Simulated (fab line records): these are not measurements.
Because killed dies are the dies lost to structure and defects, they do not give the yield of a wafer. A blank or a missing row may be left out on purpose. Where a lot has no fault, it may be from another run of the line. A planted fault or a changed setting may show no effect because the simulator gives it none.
fab line records	flow n5-finfet
record lots=7	wafers=18	last-day=17
route steps=1938 shown MOL_CONTACT_COAG@532 BEOL_M4@1111 PASSIVATION@1936
lots untouched by any fault: they come from a run of this same line in which no faults occurred
start-h: hours from the record's first day to the start of the lot's first wafer shown	wait-h: how many hours have passed since the lot's step before this one	" as in the row above	L1.1+2: several wafers, shown together as one row	- either no value or no given start	* or withheld: withheld	< > ~ a bound
route shown NAME@n: a module of which the file shows steps, and the number in the route of the first	usual: mean/standard deviation taken from wafers without a fault	same: alike in all rows	chamber/n: place in a boat	sites: readings site by site	_std_site: the values' standard deviation	_edge_site: mean of outer sites minus mean of inner sites	radius-mm: for every site, how far away it sits from the centre of the wafer	mask NAME#n: copy n	behind: tool/chamber where the wafer was last shaped	hold: why the lot went on hold/how many hours it stayed there/how the hold came to an end	device: names the non-switching transistor (n, p or np)	end of line: at the end of the route, the tests of the same wafers	where a step has no rows: the recipe by itself	killed: count of dies lost to structure and defects at first sort (not the wafer's yield)	map: the dies of a wafer, with x for killed, . for not killed, _ for no die there
set.NAME: the setting that was run; set.NAME@STEP: the one run at that earlier step	model.NAME: the simulator's own value behind a step, which no gauge read
lots seen at some steps along the route; tables by step, rows by wafer
services: a tool's chamber out of use, with start hour (start-h, from the record's first day; less than 0 if before it), hours out, and reason
## steps
# step N5_MOL_CONTACT_COAG_ETCH_106
# recipe chemistry=N2/H2	target=SOC	target-depth-a=800	overetch-a=160	mask-material=SiARC	temp-c=40	time-s=120	ion-energy-ev=200	pressure-mtorr=30	source-w=840	bias-w=150	n2-flow-sccm=200	h2-flow-sccm=200
# step N5_MOL_CONTACT_COAG_STRIP_107
# recipe chemistry=N2/H2	temp-c=40	n2-flow-sccm=200	h2-flow-sccm=200	rf-frequency-hz=6e+07
# step N5_MOL_CONTACT_COAG_STRIP_108
# recipe chemistry=N2/H2	temp-c=40	n2-flow-sccm=200	h2-flow-sccm=200	rf-frequency-hz=6e+07
# step N5_MOL_CONTACT_COAG_CONTACT_ETCH_14
# recipe chemistry=C4F6/O2	target=SiO2	target-depth-a=275	overetch-a=85	mask-material=SOC	pressure-mtorr=30	source-w=370	bias-w=185	Ar_flow_sccm=300	C4F6_flow_sccm=16	O2_flow_sccm=10	time-s=20	ion-energy-ev=259.6
# usual drypump-motor-current-A=6.0/0.41	oes-product-au=0.67/0.074	rf-fwd-power-W=363.9/1.9	rf-vpp-V=693.7/2.5	showerhead-plenum-p-Torr=2.91/0.073	throttle-valve-pct=21.35/0.14
lot.wafer	tool	chamber	start-h	wait-h	drypump-motor-current-A	oes-product-au	rf-fwd-power-W	rf-hours-counter-h	rf-vpp-V	showerhead-plenum-p-Torr	throttle-valve-pct
L238.2	rie-diel-03	3	87.12	0.0	6.1	0.61	365.4	205	690.9	2.84	21.25
L238.4	"	0	"	"	5.5	0.60	367.4	196	695.5	2.97	21.19
L238.6	"	3	"	"	6.1	0.61	365.6	-	691.1	2.84	21.26
L242.4	rie-diel-03	1	112.71	0.0	6.0	0.59	363.1	227	691.3	2.84	21.57
L242.5	"	0	"	"	5.5	0.60	364.5	-	695.7	2.97	21.20
L242.6	"	3	"	"	6.1	0.62	368.2	-	691.3	2.84	21.27
L248.2	rie-diel-01	1	150.12	0.0	6.6	0.62	365.6	190	691.7	2.86	21.54
L248.6	"	3	"	"	6.1	0.73	363.8	-	693.7	2.93	21.35
L249.5	rie-diel-04	2	160.48	0.0	5.2	0.63	362.7	-	691.5	2.87	21.59
L249.6	"	3	"	"	6.1	0.59	362.7	-	691.1	2.84	21.32
L250.2	rie-diel-03	1	167.97	0.0	6.0	0.58	363.1	245	690.7	2.84	21.60
L250.5	"	0	"	"	5.5	0.60	364.4	-	694.7	2.96	21.23
L254.4	rie-diel-04	2	196.86	0.0	5.2	0.61	362.3	197	691.1	2.87	21.61
L254.5	"	3	"	"	6.0	0.81	359.8	-	691.9	2.83	21.00
L254.6	"	0	"	"	5.4	0.59	359.5	-	692.5	2.84	21.27
L260.3	rie-diel-03	1	226.78	0.0	6.0	0.80	361.9	10	691.1	2.83	21.24
L260.4	"	1	"	"	6.0	0.80	362.6	-	691.7	2.83	21.24
L260.5	"	2	"	"	5.8	0.60	359.9	-	692.0	2.84	21.41
# step N5_MOL_CONTACT_COAG_STRIP_109
# recipe chemistry=C4F6/O2	resist=SiARC	rf-frequency-hz=6e+07
# step N5_MOL_CONTACT_COAG_ETCH_15
# recipe chemistry=CH3F/O2	target=SiNx	target-depth-a=70	mask-material=SOC	stop-on=Si:P	over-etch-frac=0.75	ion-energy-ev=120	pressure-mtorr=30	source-w=395	bias-w=73	Ar_flow_sccm=150	CH3F_flow_sccm=30	O2_flow_sccm=20
# usual drypump-motor-current-A=6.0/0.41	oes-product-au=0.57/0.063	rf-fwd-power-W=392.4/1.4	rf-vpp-V=298/3.5	showerhead-plenum-p-Torr=2.02/0.053	throttle-valve-pct=16.40/0.15
lot.wafer	tool	chamber	start-h	wait-h	drypump-motor-current-A	oes-product-au	rf-fwd-power-W	rf-hours-counter-h	rf-vpp-V	showerhead-plenum-p-Torr	throttle-valve-pct
L238.2	rie-diel-03	3	87.16	0.0	6.1	0.53	394.5	205	303	1.97	16.38
L238.4	"	0	"	"	5.5	0.53	395.6	196	295	2.07	16.31
L238.6	"	3	"	"	6.1	0.53	392.5	-	299	1.97	16.39
L242.4	rie-diel-03	1	112.75	0.0	6.0	0.52	391.5	227	299	1.97	16.66
L242.5	"	0	"	"	5.5	0.51	392.3	-	294	2.06	16.30
L242.6	"	3	"	"	6.2	0.53	392.9	-	300	1.97	16.39
L248.2	rie-diel-01	1	150.16	0.0	6.6	0.54	393.7	190	298	1.99	16.60
L248.6	"	3	"	"	6.1	0.63	393.4	-	296	2.04	16.35
L249.5	rie-diel-04	2	160.53	0.0	5.2	0.54	391.3	-	293	1.99	16.62
L249.6	"	3	"	"	6.0	0.51	392.6	-	294	1.97	16.49
L250.2	rie-diel-03	1	168.00	0.0	6.0	0.50	391.2	246	297	1.97	16.69
L250.5	"	0	"	"	5.5	0.51	389.7	-	294	2.06	16.34
L254.4	rie-diel-04	2	196.90	0.0	5.1	0.52	391.1	197	291	1.99	16.64
L254.5	"	3	"	"	6.0	0.69	389.7	-	291	1.97	16.03
L254.6	"	0	"	"	5.4	0.50	391.2	-	299	1.97	16.38
L260.3	rie-diel-03	1	226.82	0.0	6.0	0.69	391.6	10	299	1.96	16.22
L260.4	"	1	"	"	6.0	0.69	391.7	-	300	1.96	16.23
L260.5	"	2	"	"	5.8	0.51	390.5	-	297	1.98	16.52
# step N5_MOL_CONTACT_COAG_ETCH_110
# recipe chemistry=CF4/O2	target=Si	target-depth-a=25	time-s=8	pressure-mtorr=100	source-w=200	bias-w=12	ion-energy-ev=60	Ar_flow_sccm=100	cf4-flow-sccm=100	O2_flow_sccm=10
# step N5_MOL_CONTACT_COAG_STRIP_98
# recipe chemistry=N2/H2	power-w=500	temp-c=40	pressure-mtorr=50	rf-frequency-hz=6e+07	overash-fraction=0.3	bias-power-w=8	h2-frac=0.5	n2-flow-sccm=300	h2-flow-sccm=300
# usual drypump-motor-current-A=6.0/0.41	oes-product-au=0.79/0.09	rf-vpp-V=54.2/1.5	showerhead-plenum-p-Torr=3.40/0.085	throttle-valve-pct=19.11/0.21
lot.wafer	tool	chamber	start-h	wait-h	drypump-motor-current-A	oes-product-au	rf-hours-counter-h	rf-vpp-V	showerhead-plenum-p-Torr	throttle-valve-pct
L238.2	rie-diel-03	3	87.27	0.0	6.2	0.72	205	51.4	3.32	18.88
L238.4	"	0	"	"	5.5	0.71	196	55.2	3.48	18.81
L238.6	"	3	"	"	6.2	0.72	-	52.0	3.33	18.92
L242.4	rie-diel-03	1	112.86	0.0	6.0	0.69	227	51.6	3.32	19.56
L242.5	"	0	"	"	5.5	0.71	-	54.3	3.47	18.83
L242.6	"	3	"	"	6.1	0.70	-	51.9	3.32	18.85
L248.2	rie-diel-01	1	150.27	0.0	6.7	0.73	190	53.3	3.34	19.42
L248.6	"	3	"	"	6.1	0.87	-	53.6	3.41	19.11
L249.5	rie-diel-04	2	160.63	0.0	5.2	0.73	-	54.5	3.34	19.13
L249.6	"	3	"	"	6.0	0.69	-	52.4	3.31	19.46
L250.2	rie-diel-03	1	168.11	0.0	6.0	0.68	246	53.6	3.31	19.61
L250.5	"	0	"	"	5.5	0.71	-	52.2	3.46	18.88
L254.4	rie-diel-04	2	197.01	0.0	5.2	0.71	197	52.5	3.33	19.18
L254.5	"	3	"	"	6.0	0.96	-	55.9	3.30	19.09
L254.6	"	0	"	"	5.5	0.69	-	55.3	3.32	19.33
L260.3	rie-diel-03	1	226.93	0.0	6.0	0.93	10	55.9	3.30	19.23
L260.4	"	1	"	"	6.0	0.94	-	52.9	3.30	19.20
L260.5	"	2	"	"	5.8	0.69	-	54.2	3.34	18.97
# step N5_MOL_CONTACT_COAG_CD_MEAS_99
# recipe target-cd-nm=17.2	polarity=opening
# usual cd-nm=17.13/0.3
lot.wafer	tool	chamber	start-h	wait-h	cd-nm
L238.2	cd-sem-01	-	87.34	-	16.82
L238.4	"	-	"	"	16.76
L238.6	"	-	"	"	16.72
L242.4	cd-sem-03	-	112.93	-	17.26
L242.5	"	-	"	"	17.29
L242.6	"	-	"	"	17.01
L248.2	cd-sem-03	-	150.34	-	17.14
L248.6	"	-	"	"	16.86
L249.5	cd-sem-01	-	160.68	-	16.79
L249.6	"	-	"	"	17.16
L250.2	cd-sem-03	-	168.18	-	17.11
L250.5	"	-	"	"	17.08
L254.4	cd-sem-03	-	197.08	-	17.27
L254.5	"	-	"	"	17.22
L254.6	"	-	"	"	16.95
L260.3	cd-sem-01	-	227.00	-	17.30
L260.4	"	-	"	"	17.59
L260.5	"	-	"	"	16.79
# step N5_MOL_CONTACT_COAG_IMPLANT_129
# recipe species=Ge	energy-kev=3	dose-cm2=6e+14	tilt-deg=0	rotation-deg=0
# step N5_MOL_CONTACT_COAG_PRECLEAN_111
# recipe chemistry=NF3:NH3	afs-cycles=1	temp-c=30	time-s=20	sublimation-temp-c=180	sublimation-time-s=60	pressure-torr=3	rf-power-w=30
# step N5_MOL_CONTACT_COAG_TI_SIL_19
# recipe material=Ti	target-thk-a=42	temp-c=200	chamber-pressure-pa=5	power-w=5000	time-s=15
# usual chamber-pressure-pa=5.001/0.0093	throttle-valve-pct=29.8/0.96
lot.wafer	tool	chamber	start-h	wait-h	chamber-pressure-pa	throttle-valve-pct
L238.2	pvd-sputter-03	-	89.47	1.8	5.003	31.3
L238.4	"	-	"	"	4.996	29.9
L238.6	"	-	"	"	4.991	29.9
L242.4	pvd-sputter-01	-	114.09	0.3	4.998	30.8
L242.5	"	-	"	"	4.996	31.0
L242.6	"	-	"	"	5.009	30.9
L248.2	pvd-sputter-02	-	150.85	0.2	5.000	30.3
L248.6	"	-	"	"	5.005	30.0
L249.5	pvd-sputter-01	-	161.35	0.1	5.013	30.2
L249.6	"	-	"	"	5.012	28.9
L250.2	pvd-sputter-01	-	168.67	0.1	4.990	28.8
L250.5	"	-	"	"	5.003	30.7
L254.4	pvd-sputter-02	-	199.06	0.1	5.020	28.7
L254.5	"	-	"	"	4.997	29.0
L254.6	"	-	"	"	4.985	30.5
L260.3	pvd-sputter-02	-	227.55	0.2	5.003	29.1
L260.4	"	-	"	"	4.993	28.3
L260.5	"	-	"	"	5.018	28.2
# step N5_MOL_CONTACT_COAG_ALD_20
# recipe material=TiN	target-thk-a=15	temp-c=400	ald-precursor-family=TiCl4	ald-co-reactant=NH3	pulse-time-s=1	purge-time-s=3	co-reactant-purge-time-s=2	co-reactant-pulse-time-s=2	ald-cycles=68	pressure-torr=3
# usual co-reactant-pulse-time-s=2/0	heater-power-w=885/87	precursor-pulse-height-rel=1.001/0.02
# same co-reactant-purge-time-s=2	purge-time-s=3
lot.wafer	tool	chamber	start-h	wait-h	co-reactant-pulse-time-s	heater-power-w	precursor-pulse-height-rel	since-wet-clean-h
L238.2	ald-metal-02	3	89.59	0.1	2	858	0.992	4368
L238.4	"	0	"	"	2	986	1.009	-
L238.6	"	2	"	"	2	780	1.004	-
L242.4	ald-metal-02	1	114.21	0.1	2	924	0.990	4393
L242.5	"	1	"	"	2	930	1.033	-
L242.6	"	2	"	"	2	796	0.954	-
L248.2	ald-metal-02	1	150.97	0.1	1.5269	933	1.033	4429
L248.6	"	3	"	"	2	874	1.000	-
L249.5	ald-metal-02	3	161.60	0.2	1.5269	872	0.988	-
L249.6	"	0	"	"	2	952	0.972	-
L250.2	ald-metal-02	3	168.79	0.1	1.5269	879	1.009	4447
L250.5	"	3	"	"	1.5269	859	0.989	-
L254.4	ald-metal-04	2	199.27	0.2	2	763	0.985	6016
L254.5	"	0	"	"	2	950	1.035	-
L254.6	"	1	"	"	2	1002	0.972	-
L260.3	ald-metal-03	1	227.68	0.1	2	816	1.004	1429
L260.4	"	0	"	"	2	791	1.025	1429
L260.5	"	0	"	"	2	785	1.028	-
# step N5_MOL_CONTACT_COAG_SIL_ANNEAL_21
# recipe temp-c=550	time-s=60	ambient=N2
# usual lamp-power-pct=6.9/0.61	wafer_temp_C_max=552.3/0.71
lot.wafer	tool	chamber	start-h	wait-h	lamp-power-pct	wafer_temp_C_max
L238.2	rtp-anneal-02	0	90.00	0.2	7.4	551.5
L238.4	"	0	"	"	7.4	551.7
L238.6	"	0	"	"	7.4	552.0
L242.4	rtp-anneal-02	0	114.69	0.3	7.4	553.2
L242.5	"	0	"	"	7.4	552.1
L242.6	"	0	"	"	7.4	551.7
L248.2	rtp-anneal-01	0	151.46	0.3	6.1	552.5
L248.6	"	0	"	"	6.1	552.8
L249.5	rtp-anneal-01	0	161.92	0.2	6.1	553.0
L249.6	"	0	"	"	6.1	552.8
L250.2	rtp-anneal-02	0	169.20	0.2	7.4	552.1
L250.5	"	0	"	"	7.4	551.6
L254.4	rtp-anneal-02	0	199.73	0.3	7.4	552.4
L254.5	"	0	"	"	7.4	552.2
L254.6	"	0	"	"	7.4	552.3
L260.3	rtp-anneal-01	0	228.11	0.3	6.1	552.9
L260.4	"	0	"	"	6.1	552.7
L260.5	"	0	"	"	6.1	552.3
# step N5_BEOL_M4_RC_MEAS_101
# usual DIBL_N=36.3/1.2	DIBL_P=36.7/1.5	IOFF_N=0.164/0.02	IOFF_P=0.214/0.024	ION_N=673/8.5	ION_P=461/5.9	SS_N=71.6/0.44	SS_P=73.3/0.55	VT_N=249.4/2.4	VT_P=-250.0/2.3
lot.wafer	tool	chamber	start-h	wait-h	DIBL_N[mV/V]	DIBL_P[mV/V]	IOFF_N[nA/um]	IOFF_P[nA/um]	ION_N[uA/um]	ION_P[uA/um]	SS_N[mV/dec]	SS_P[mV/dec]	VT_N[mV]	VT_P[mV]
L238.2	prober-01	0	158.24	0.2	35.1	35.1	0.145	0.184	670	460	71.3	73.2	251.1	-252.7
L238.4	"	0	"	"	37.0	37.0	0.173	0.213	679	459	72.0	72.8	249.2	-248.5
L238.6	"	0	"	"	33.9	33.9	0.127	0.173	668	459	71.4	72.7	253.1	-251.3
L242.4	prober-01	0	189.46	0.5	33.7	33.1	0.113	0.149	659	450	71.1	72.2	256.6	-254.5
L242.5	"	0	"	"	36.2	36.5	0.157	0.192	671	459	71.8	72.8	252.7	-252.7
L242.6	"	0	"	"	36.8	36.6	0.163	0.192	671	454	71.8	73.9	252.7	-250.6
L248.2	prober-01	0	230.68	0.2	35.4	35.1	0.156	0.194	667	460	71.5	73.0	250.2	-248.9
L248.6	"	0	"	"	36.7	36.9	0.187	0.221	678	467	71.8	73.5	245.8	-250.5
L249.5	prober-02	0	233.82	0.6	35.9	35.4	0.151	0.201	667	456	71.6	73.4	251.7	-251.3
L249.6	"	0	"	"	36.2	36.1	0.160	0.213	673	462	72.3	74.1	249.9	-250.0
L250.2	prober-02	0	247.90	0.2	37.8	36.6	0.164	0.201	673	456	71.4	73.5	248.8	-251.1
L250.5	"	0	"	"	38.0	37.0	0.183	0.222	672	457	71.5	73.8	249.3	-252.9
L254.4	prober-02	0	269.64	0.5	35.1	35.0	0.141	0.202	673	470	71.4	73.9	250.7	-248.7
L254.5	"	0	"	"	36.4	36.7	0.170	0.235	684	469	71.8	73.5	247.5	-247.0
L254.6	"	0	"	"	36.2	35.9	0.164	0.214	674	464	71.7	73.3	249.1	-249.4
L260.3	prober-02	0	303.10	0.3	37.8	37.9	0.176	0.228	681	468	71.1	72.6	248.3	-247.1
L260.4	"	0	"	"	37.9	38.0	0.180	0.226	679	464	72.1	73.4	246.9	-251.0
L260.5	"	0	"	"	38.6	39.1	0.198	0.242	687	467	72.2	73.1	246.9	-250.7
# step N5_PASSIVATION_PROBE_49
# usual defect-limited-yield=91.2/1.5	killed_at_M0_to_M3=35/11	killed_at_M4_up=13/5.6	killed-at-contacts=13/6.3	killed-at-front-end=38/12	killed-at-other=3.7/2.9	killed-dies=104/18	killed-open=69/13	killed-short=34/8.3	sort_bin_5_function=5.2/0.95	sort_bin_6_memory=3.3/0.68	sort-n-pass=1076/18	sort-yield-pct=91.2/1.5
# same gross-dies=1180	killed-at-back-side=0	sort_bin_4_leakage[%]=0	sort_bin_8_speed[%]=0
lot.wafer	tool	chamber	start-h	wait-h	defect-limited-yield[%]	killed_at_M0_to_M3	killed_at_M4_up	killed-at-contacts	killed-at-front-end	killed-at-other	killed-dies	killed-open	killed-short	sort_bin_5_function[%]	sort_bin_6_memory[%]	sort-n-pass	sort-yield-pct[%]
L238.2	prober-02	-	244.72	0.1	93.2	28	8	9	31	4	80	48	32	4.0	2.5	1100	93.2
L238.4	prober-02	-	244.82	0.2	93.1	22	8	14	32	5	81	53	25	4.7	2.1	1099	93.1
L238.6	prober-02	-	244.92	0.3	94.0	21	9	4	30	7	71	46	24	3.9	1.9	1109	94.0
L242.4	prober-01	-	283.71	0.2	91.5	27	27	10	34	2	100	76	20	5.1	3.1	1080	91.5
L242.5	prober-01	-	283.76	0.2	90.3	25	35	11	34	9	114	75	39	5.5	4.0	1066	90.3
L242.6	prober-01	-	283.81	0.3	90.8	37	16	7	41	7	108	71	37	5.6	3.2	1072	90.8
L248.2	prober-01	-	337.89	0.1	92.8	32	9	8	29	7	85	52	30	4.2	2.9	1095	92.8
L248.6	prober-01	-	338.09	0.3	92.0	36	9	11	34	4	94	59	31	3.8	4.2	1086	92.0
L249.5	prober-01	-	341.74	0.2	90.7	24	12	14	60	0	110	83	26	5.8	3.5	1070	90.7
L250.2	prober-01	-	349.91	0.1	93.1	34	12	0	33	2	81	57	23	4.4	1.9	1099	93.1
L250.5	prober-01	-	350.06	0.2	90.8	48	10	17	31	3	109	58	51	5.7	3.1	1071	90.8
L254.4	prober-01	-	378.79	0.2	90.8	32	10	15	49	2	108	78	30	4.6	4.3	1072	90.8
L254.5	prober-01	-	378.84	0.2	91.8	28	9	18	41	1	97	61	35	4.7	3.3	1083	91.8
L254.6	prober-01	-	378.89	0.3	92.1	28	5	20	39	1	93	63	30	4.7	2.8	1087	92.1
# killed by level:class
L238.2 BEOL_M3:geometric-particle:open=12 STI_FIN_REVEAL:geometric-particle:open=7 MOL_CONTACT_COAG:geometric-particle:open=7 BEOL_M0_SAQP:geometric-particle:short=5 BEOL_M0_SAQP:geometric-particle:open=5 BEOL_M6:geometric-particle:open=4 STARTING-WAFER:geometric-particle:open=4 STARTING-WAFER:geometric-particle:short=4
L238.4 MOL_CONTACT_COAG:geometric-particle:open=10 BEOL_M2:geometric-particle:open=8 BEOL_M0_SAQP:geometric-particle:open=7 STI_FIN_REVEAL:geometric-particle:open=6 DUMMY_GATE:geometric-particle:open=5 STARTING-WAFER:geometric-particle:short=5 FIN_SAQP:geometric-particle:open=3 MOL_CONTACT_COAG:geometric-particle:short=3
L238.6 BEOL_M2:geometric-particle:open=11 FIN_SAQP:geometric-particle:open=7 FIN_SAQP:geometric-particle:short=4 STI_FIN_REVEAL:geometric-particle:open=4 STARTING-WAFER:geometric-particle:short=4 ILD0:geometric-particle:short=3 GATE_CUT:geometric-particle:open=3 MOL_CONTACT_COAG:geometric-particle:open=3
L242.4 STI_FIN_REVEAL:geometric-particle:open=21 BEOL_M4:geometric-particle:open=16 MOL_CONTACT_COAG:geometric-particle:open=7 BEOL_M3:geometric-particle:open=7 BEOL_M0_SAQP:geometric-particle:short=5 FIN_SAQP:geometric-particle:open=4 FIN_SAQP:geometric-particle:short=4 MOL_CONTACT_COAG:geometric-particle:short=3
L242.5 BEOL_M4:geometric-particle:open=15 MOL_CONTACT_COAG:geometric-particle:open=11 GATE_CUT:geometric-particle:short=10 STI_FIN_REVEAL:geometric-particle:open=8 BEOL_M3:geometric-particle:open=8 BEOL_M7:geometric-particle:open=7 BEOL_M0_SAQP:geometric-particle:open=5 BEOL_M4:geometric-particle:short=5
L242.6 STI_FIN_REVEAL:geometric-particle:open=14 BEOL_M2:geometric-particle:open=10 BEOL_M1:geometric-particle:open=10 GATE_CUT:geometric-particle:short=9 MOL_CONTACT_COAG:geometric-particle:open=7 BEOL_M4:geometric-particle:open=7 BEOL_M3:geometric-particle:open=6 BEOL_M4:geometric-particle:short=6
L248.2 BEOL_M0_SAQP:geometric-particle:open=15 STI_FIN_REVEAL:geometric-particle:open=7 MOL_CONTACT_COAG:geometric-particle:open=5 BEOL_M0_SAQP:geometric-particle:short=5 BEOL_M2:geometric-particle:open=5 BEOL_M4:geometric-particle:open=4 FIN_SAQP:geometric-particle:short=3 GATE_CUT:geometric-particle:short=3
L248.6 BEOL_M0_SAQP:geometric-particle:open=10 BEOL_M0_SAQP:geometric-particle:short=10 STI_FIN_REVEAL:geometric-particle:open=8 MOL_CONTACT_COAG:geometric-particle:open=8 BEOL_M3:geometric-particle:open=8 FIN_SAQP:geometric-particle:short=7 BEOL_M4:geometric-particle:open=6 BEOL_M2:geometric-particle:open=5
L249.5 FIN_SAQP:geometric-particle:open=22 STI_FIN_REVEAL:geometric-particle:open=14 MOL_CONTACT_COAG:geometric-particle:open=11 BEOL_M1:geometric-particle:open=9 FIN_SAQP:geometric-particle:short=6 BEOL_M7:geometric-particle:open=5 BEOL_M3:geometric-particle:open=5 DUMMY_GATE:geometric-particle:open=4
L250.2 BEOL_M0_SAQP:geometric-particle:open=15 FIN_SAQP:geometric-particle:open=8 FIN_SAQP:geometric-particle:short=5 BEOL_M2:geometric-particle:open=5 GATE_CUT:geometric-particle:short=4 BEOL_M0_SAQP:geometric-particle:short=4 DUMMY_GATE:geometric-particle:open=3 BEOL_M0:geometric-particle:open=3
L250.5 BEOL_M0_SAQP:geometric-particle:short=20 BEOL_M0_SAQP:geometric-particle:open=9 MOL_CONTACT_COAG:geometric-particle:open=9 MOL_CONTACT_COAG:geometric-particle:short=8 FIN_SAQP:geometric-particle:short=6 FIN_SAQP:geometric-particle:open=6 BEOL_M3:geometric-particle:open=6 DUMMY_GATE:geometric-particle:open=5
L254.4 FIN_SAQP:geometric-particle:open=15 MOL_CONTACT_COAG:geometric-particle:open=14 FIN_SAQP:geometric-particle:short=9 BEOL_M0_SAQP:geometric-particle:short=7 BEOL_M3:geometric-particle:open=7 BEOL_M4:geometric-particle:open=7 ILD0:geometric-particle:open=6 BEOL_M0_SAQP:geometric-particle:open=5
L254.5 MOL_CONTACT_COAG:geometric-particle:open=15 FIN_SAQP:geometric-particle:short=13 FIN_SAQP:geometric-particle:open=9 BEOL_M2:geometric-particle:open=6 BEOL_M0_SAQP:geometric-particle:short=5 BEOL_M0_SAQP:geometric-particle:open=4 BEOL_M3:geometric-particle:open=4 STARTING-WAFER:geometric-particle:open=4
L254.6 MOL_CONTACT_COAG:geometric-particle:open=15 FIN_SAQP:geometric-particle:open=10 BEOL_M3:geometric-particle:open=9 BEOL_M2:geometric-particle:open=8 FIN_SAQP:geometric-particle:short=6 GATE_CUT:geometric-particle:short=6 MOL_CONTACT_COAG:geometric-particle:short=5 BEOL_M0_SAQP:geometric-particle:short=5
## services
tool	chamber	start-h	hours	kind
rie-diel-04	-	63.20	14.6	pm
ald-metal-02	1	69.05	24.0	repair
rie-diel-01	0	73.23	-	clean
rie-diel-01	0	73.23	-	consumable-replace:focus-ring
rie-diel-01	0	73.23	-	consumable-replace:showerhead
rie-diel-03	3	90.78	8.7	repair
ald-metal-04	-	110.42	12.1	repair
rie-diel-03	2	120.65	6.2	repair
rie-diel-01	1	121.10	5.2	repair
ald-metal-03	3	141.46	3.9	repair
rie-diel-03	0	155.80	6.7	repair
ald-metal-03	1	160.26	65.4	repair
rie-diel-04	3	168.49	-	clean
rie-diel-04	3	168.49	-	consumable-replace:focus-ring
rie-diel-04	3	168.49	13.4	scheduled-down
rie-diel-04	3	168.49	13.4	vent-cycle
rie-diel-03	1	180.59	-	clean
rie-diel-03	1	180.59	-	consumable-replace:focus-ring
rie-diel-03	1	180.59	22.5	scheduled-down
rie-diel-03	1	180.59	22.5	vent-cycle
rie-diel-03	3	213.59	-	clean
rie-diel-03	3	213.59	-	consumable-replace:focus-ring
rie-diel-03	3	213.59	18.4	scheduled-down
rie-diel-03	3	213.59	18.4	vent-cycle
## key
first-sign step=N5_MOL_CONTACT_COAG_ALD_20	reading=co-reactant-pulse-time-s	direction=down	sigmas=99+	usual=*	struck=*
effect none on later readings
met-at N5_MOL_CONTACT_COAG_ALD_20
struck-wafers L248.2,L249.5,L250.2,L250.5
onset-between 114.21 150.97
fault kind=process-parameter-drift	tool=ald-metal-02	chamber=-	onset-h=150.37	steps=N5_MOL_CONTACT_COAG_ALD_20	channel=co-reactant-pulse-time-s	offset=*	shape=step	end-h=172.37	scope=struck-wafers-only	acts-in=*	stated=*
